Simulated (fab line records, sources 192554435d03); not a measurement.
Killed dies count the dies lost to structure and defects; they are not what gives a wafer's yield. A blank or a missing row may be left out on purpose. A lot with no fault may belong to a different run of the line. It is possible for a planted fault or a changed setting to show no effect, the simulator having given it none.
Split-lot study :: flow n5 finfet :: 21 wafers read from 7 lots, route of 1938 steps

THE SPLIT ITSELF
At N5_BEOL_M15_ILD_DEP_00 (deposits SiO2 from TEOS/O2, target thk 1629.3 nm, time 346.1 s), the setting time s was moved away from the recipe's 346.1 s on 4 of the 21 wafers read, by -6.7% to +13.4%. All remaining wafers had this setting at the recipe value.

Split to reading: the file shows no intervening step.

THE READING
M15_ILD_THK at N5_BEOL_M15_THK_MEAS_01, in nm. A value of 1627 nm with a standard deviation of 32 nm is what fault-free wafers of this fab line usually give.

wafer: L074.1
tool, chamber at the split: pecvd-04, 1
time s as run, s: 346.1
against the recipe: recipe
M15_ILD_THK, nm: 1611
against lot-mates on the recipe: -

wafer: L074.3
tool, chamber at the split: pecvd-04, 0
time s as run, s: 346.1
against the recipe: recipe
M15_ILD_THK, nm: 1644
against lot-mates on the recipe: -

wafer: L074.5
tool, chamber at the split: pecvd-04, 1
time s as run, s: 332.2
against the recipe: -4.0%
M15_ILD_THK, nm: 1574
against lot-mates on the recipe: -54

wafer: L078.2
tool, chamber at the split: pecvd-01, 1
time s as run, s: 346.1
against the recipe: recipe
M15_ILD_THK, nm: 1617
against lot-mates on the recipe: -

wafer: L078.3
tool, chamber at the split: pecvd-01, 2
time s as run, s: 346.1
against the recipe: recipe
M15_ILD_THK, nm: 1588
against lot-mates on the recipe: -

wafer: L078.6
tool, chamber at the split: pecvd-01, 1
time s as run, s: 346.1
against the recipe: recipe
M15_ILD_THK, nm: 1621
against lot-mates on the recipe: -

wafer: L086.2
tool, chamber at the split: pecvd-04, 0
time s as run, s: 330
against the recipe: -4.7%
M15_ILD_THK, nm: 1546
against lot-mates on the recipe: -102

wafer: L086.4
tool, chamber at the split: pecvd-04, 0
time s as run, s: 346.1
against the recipe: recipe
M15_ILD_THK, nm: 1644
against lot-mates on the recipe: -

wafer: L086.6
tool, chamber at the split: pecvd-04, 2
time s as run, s: 346.1
against the recipe: recipe
M15_ILD_THK, nm: 1652
against lot-mates on the recipe: -

wafer: L088.3
tool, chamber at the split: pecvd-01, 0
time s as run, s: 346.1
against the recipe: recipe
M15_ILD_THK, nm: 1639
against lot-mates on the recipe: -

wafer: L088.5
tool, chamber at the split: pecvd-01, 0
time s as run, s: 346.1
against the recipe: recipe
M15_ILD_THK, nm: 1668
against lot-mates on the recipe: -

wafer: L088.6
tool, chamber at the split: pecvd-01, 2
time s as run, s: 346.1
against the recipe: recipe
M15_ILD_THK, nm: 1615
against lot-mates on the recipe: -

wafer: L090.2
tool, chamber at the split: pecvd-04, 1
time s as run, s: 346.1
against the recipe: recipe
M15_ILD_THK, nm: 1610
against lot-mates on the recipe: -

wafer: L090.4
tool, chamber at the split: pecvd-04, 1
time s as run, s: 346.1
against the recipe: recipe
M15_ILD_THK, nm: 1636
against lot-mates on the recipe: -

wafer: L090.6
tool, chamber at the split: pecvd-04, 0
time s as run, s: 392.6
against the recipe: +13.4%
M15_ILD_THK, nm: 1886
against lot-mates on the recipe: +263

wafer: L091.2
tool, chamber at the split: pecvd-04, 0
time s as run, s: 346.1
against the recipe: recipe
M15_ILD_THK, nm: 1646
against lot-mates on the recipe: -

wafer: L091.4
tool, chamber at the split: pecvd-04, 2
time s as run, s: 346.1
against the recipe: recipe
M15_ILD_THK, nm: 1677
against lot-mates on the recipe: -

wafer: L091.6
tool, chamber at the split: pecvd-04, 0
time s as run, s: 346.1
against the recipe: recipe
M15_ILD_THK, nm: 1689
against lot-mates on the recipe: -

wafer: L095.1
tool, chamber at the split: pecvd-04, 2
time s as run, s: 346.1
against the recipe: recipe
M15_ILD_THK, nm: 1612
against lot-mates on the recipe: -

wafer: L095.3
tool, chamber at the split: pecvd-04, 2
time s as run, s: 346.1
against the recipe: recipe
M15_ILD_THK, nm: 1630
against lot-mates on the recipe: -

wafer: L095.5
tool, chamber at the split: pecvd-04, 2
time s as run, s: 322.9
against the recipe: -6.7%
M15_ILD_THK, nm: 1526
against lot-mates on the recipe: -95

THE FIT
A straight line over all 21 wafers: M15_ILD_THK changes by +18.1 nm for each +1% of time s; r = +0.94; the points scatter about the line by 25 nm.
The same after taking each lot's own level away (the mean of its wafers on the recipe; 21 wafers): +18.5 nm for each +1%; r = +0.97; scatter 17 nm.
On that fit, the largest move of time s shifts the reading by 2.5e+02 nm.
The span of the lots' own levels, 1608.7 to 1670.7 nm, comes to 1.9 times the standard deviation stated above.
The two slopes agree, so the slope changes little with the lot-to-lot level.
Check: +215 nm against its lot-mates is what the line predicts for one of the wafers moved furthest among these (+13.4%) when that wafer is left out of the fit. Against them it came out at +263 nm.

THE OTHER SPLITS THESE WAFERS WENT THROUGH
Note: prior to the reading, these wafers also went through further splits. Each is held against what the fit with the lots' levels taken away leaves over:
other split on the same wafers: N5_BEOL_M11_COAT_05 spin rpm
wafers away from the commonest value: 5
r with M15_ILD_THK (lot level and that fit taken away): -0.27

other split on the same wafers: N5_BEOL_M11_ETCH_41 time s
wafers away from the commonest value: 4
r with M15_ILD_THK (lot level and that fit taken away): +0.14

other split on the same wafers: N5_BEOL_M11_CURE_72 time s
wafers away from the commonest value: 6
r with M15_ILD_THK (lot level and that fit taken away): +0.08

other split on the same wafers: N5_BEOL_M13_ETCH_67 bias w
wafers away from the commonest value: 6
r with M15_ILD_THK (lot level and that fit taken away): +0.29

other split on the same wafers: N5_BEOL_M13_SPUTTER_43 time s
wafers away from the commonest value: 8
r with M15_ILD_THK (lot level and that fit taken away): -0.16

THE WHOLE CHAIN: every reading that the file lists as answering this split, in the file's order
step: N5_BEOL_M15_ILD_DEP_00
what it does: deposits SiO2 from TEOS/O2, target thk 1629.3 nm, time 346.1 s
reading: SiO2_of_BEOL_M15_ILD_DEP_00.thk nm (the simulator's own value, which no gauge read)
change (the file's fit): +18.4 nm for each +1% of the setting
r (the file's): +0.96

step: N5_BEOL_M15_THK_MEAS_01
what it does: 
reading: M15_ILD_THK
change (the file's fit): +18.5 for each +1% of the setting
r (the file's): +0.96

step: N5_BEOL_M15_VIA_ETCH_16
what it does: etches SiO2 in C4F8/O2/Ar, target depth 1792.2 nm
reading: etch.depth nm (the simulator's own value, which no gauge read)
change (the file's fit): +18.4 nm for each +1% of the setting
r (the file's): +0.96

step: N5_BEOL_M15_VIA_ETCH_16
what it does: etches SiO2 in C4F8/O2/Ar, target depth 1792.2 nm
reading: coat_of_BEOL_M15_COAT_04.thk nm (the simulator's own value, which no gauge read)
change (the file's fit): -4.57 nm for each +1% of the setting
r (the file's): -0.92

THE FILE'S OWN FIT
M15_ILD_THK changes by +18.5 nm for each +1% of time s, r = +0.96.
